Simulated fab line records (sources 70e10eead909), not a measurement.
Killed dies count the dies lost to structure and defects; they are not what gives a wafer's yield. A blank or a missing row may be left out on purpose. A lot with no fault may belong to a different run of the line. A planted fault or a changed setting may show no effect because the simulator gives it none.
Matching of chambers | flow nandHarc | NHARC_A_CHANNEL_HOLE_D2_ETCH_34 on rieDiel-05 has 4 sister chambers
The step etches the open film in CF4/CHF3, target depth 154 nm, time 77 s. 8 wafers are shown with their chamber, then 7 later ones without.

EACH WAFER AND ITS CHAMBER
wafer  | chamber | drypumpMotorCurrentA (A) | rfVppV (V)
L579.5 | 2       | 6.17                     | 371.5
L588.3 | 3       | 6.32                     | 369.6
L588.5 | 0       | 5.53                     | 373.0
L591.1 | 1       | 5.72                     | 369.0
L591.2 | 2       | 6.14                     | 371.4
L591.5 | 0       | 5.52                     | 374.9
L594.1 | 1       | 5.72                     | 367.6
L594.3 | 3       | 6.35                     | 369.1

WAFERS WITH NO CHAMBER GIVEN
wafer  | drypumpMotorCurrentA (A) | rfVppV (V)
L594.4 | 5.53                     | 372.8
L595.1 | 5.54                     | 373.4
L595.4 | 5.71                     | 368.7
L595.6 | 6.14                     | 372.7
L596.1 | 5.56                     | 373.0
L596.2 | 5.75                     | 367.5
L596.5 | 6.13                     | 372.6

CHAMBER TAKEN BY EACH
wafer  | from the rows above | in truth
L594.4 | 0                   | 0
L595.1 | 0                   | 0
L595.4 | 1                   | 1
L595.6 | 2                   | 2
L596.1 | 0                   | 0
L596.2 | 1                   | 1
L596.5 | 2                   | 2
Placed correctly: 7 of 7. Left unplaced by these rows: 0. 0 placed wrongly.
How it was worked out, from the rows above alone: a wafer's distance from a chamber is the root of the sum, over the readings, of the square of ((its reading less the chamber's mean) divided by the reading's scatter). If the next closest chamber is less than 2 further off than the closest, the wafer can't be placed; otherwise it belongs to the closest. Each chamber's mean is taken over the wafers shown for it. The scatter is the square root of a quotient: the sum, over the shown wafers, of each reading's squared deviation from its chamber's mean, divided by wafers minus chambers.
